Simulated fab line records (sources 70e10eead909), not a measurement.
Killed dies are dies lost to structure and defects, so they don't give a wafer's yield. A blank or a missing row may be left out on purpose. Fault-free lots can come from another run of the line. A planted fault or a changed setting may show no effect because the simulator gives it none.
Matching of chambers | flow nand_harc | 4 sister chambers for NHARC_P_GATE_DESCUM_93 on rie_diel-13
The step chemistry O2, time 3 s. 18 wafers are shown with their chamber, then 9 later ones without.

== WAFERS WITH THEIR CHAMBER ==
wafer  | chamber | drypump_motor_current_A (A) | showerhead_plenum_p_Torr (Torr) | oes_product_au (a.u.)
L519.1 | 1       | 5.2                         | 1.96                            | 0.996
L519.3 | 3       | 6.2                         | 2.00                            | 0.975
L519.6 | 2       | 6.1                         | 1.83                            | 0.999
L522.2 | 1       | 5.2                         | 1.96                            | 1.001
L522.3 | 2       | 6.0                         | 1.83                            | 1.003
L522.4 | 3       | 6.2                         | 2.00                            | 0.989
L525.3 | 0       | 5.6                         | 1.93                            | 0.996
L525.5 | 0       | 5.6                         | 1.93                            | 1.001
L525.6 | 3       | 6.2                         | 2.00                            | 0.985
L530.1 | 2       | 6.1                         | 1.82                            | 1.000
L530.3 | 0       | 5.6                         | 1.92                            | 0.995
L530.5 | 1       | 5.2                         | 1.96                            | 0.996
L531.1 | 0       | 5.6                         | 1.92                            | 1.007
L531.2 | 1       | 5.2                         | 1.96                            | 0.991
L531.6 | 2       | 6.0                         | 1.82                            | 1.012
L534.3 | 3       | 6.2                         | 1.99                            | 0.989
L534.4 | 0       | 5.6                         | 1.92                            | 0.992
L534.5 | 1       | 5.2                         | 1.95                            | 0.994

SIGNATURES (means of the wafers above)
reading                  | chamber 0 | chamber 1 | chamber 2 | chamber 3 | scatter within a chamber
drypump_motor_current_A  | 5.600     | 5.200     | 6.050     | 6.200     | 0.0267
showerhead_plenum_p_Torr | 1.9240    | 1.9580    | 1.8250    | 1.9975    | 0.00518
oes_product_au           | 0.99820   | 0.99560   | 1.00350   | 0.98450   | 0.00553
Rule: for a wafer and a chamber, the distance is found by dividing, reading by reading, the gap between the wafer's reading and the chamber's mean by the reading's scatter, squaring, summing and taking the root. The wafer belongs to the nearest chamber; if the next one is less than 2 further off, it can't be placed. The scatter: take each reading less its chamber's mean, square it, sum over the shown wafers, divide by the number of wafers less the number of chambers, and take the root.

== WAFERS WHOSE CHAMBER IS MISSING ==
wafer  | drypump_motor_current_A (A) | showerhead_plenum_p_Torr (Torr) | oes_product_au (a.u.)
L537.1 | 5.5                         | 1.92                            | 0.986
L537.4 | 5.2                         | 1.95                            | 1.004
L537.6 | 5.5                         | 1.92                            | 0.985
L538.1 | 6.0                         | 1.82                            | 0.991
L538.2 | 5.2                         | 1.95                            | 0.993
L538.4 | 5.2                         | 1.95                            | 1.002
L540.1 | 5.6                         | 1.92                            | 0.983
L540.2 | 6.2                         | 1.99                            | 0.992
L540.6 | 6.0                         | 1.82                            | 1.009

== EACH ONE'S CHAMBER ==
wafer  | from the rows above | in truth
L537.1 | 0                   | 0
L537.4 | 1                   | 1
L537.6 | 0                   | 0
L538.1 | 2                   | 2
L538.2 | 1                   | 1
L538.4 | 1                   | 1
L540.1 | 0                   | 0
L540.2 | 3                   | 3
L540.6 | 2                   | 2
Placed correctly: 9 of 9. Can't be placed from these rows: 0. 0 placed wrongly.
